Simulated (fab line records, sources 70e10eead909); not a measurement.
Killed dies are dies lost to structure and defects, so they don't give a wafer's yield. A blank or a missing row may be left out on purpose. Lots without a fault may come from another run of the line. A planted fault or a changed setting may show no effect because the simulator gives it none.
Chamber matching | flow nand_harc | NHARC_A_CONTACT_ETCH_48 on rie_diel-09: 3 sister chambers
The step etches the open film in CF4, target depth 39 nm, time 65 s. 6 wafers are shown with their chamber, then 4 later ones without.

WAFERS WITH THEIR CHAMBER
wafer  | chamber | drypump_motor_current_A (A) | oes_product_au (a.u.)
L080.5 | 2       | 5.9                         | 0.993
L082.2 | 1       | 6.4                         | 1.001
L083.2 | 1       | 6.4                         | 1.008
L083.6 | 0       | 5.6                         | 0.999
L085.1 | 2       | 5.8                         | 0.996
L085.2 | 0       | 5.5                         | 0.994

WAFERS WITHOUT THEIR CHAMBER
wafer  | drypump_motor_current_A (A) | oes_product_au (a.u.)
L087.2 | 5.8                         | 0.992
L087.5 | 5.5                         | 0.974
L094.2 | 6.4                         | 1.009
L094.4 | 5.9                         | 1.003

WHICH CHAMBER EACH WENT THROUGH
wafer  | from the rows above | in truth
L087.2 | 2                   | 2
L087.5 | 0                   | 0
L094.2 | 1                   | 1
L094.4 | 2                   | 2
Placed correctly: 4 of 4. Can't be placed from these rows: 0. Placed wrongly: 0.
How it was worked out, from the rows above alone: a wafer's distance from a chamber is the root of the sum, over the readings, of the square of ((its reading less the chamber's mean) divided by the reading's scatter). The wafer belongs to the nearest chamber; if the next one is less than 2 further off, it can't be placed. A chamber's mean is the mean of its shown wafers. The scatter: the root of (the sum of the squares of (reading less its chamber's mean) over the shown wafers, divided by (wafers less chambers)).
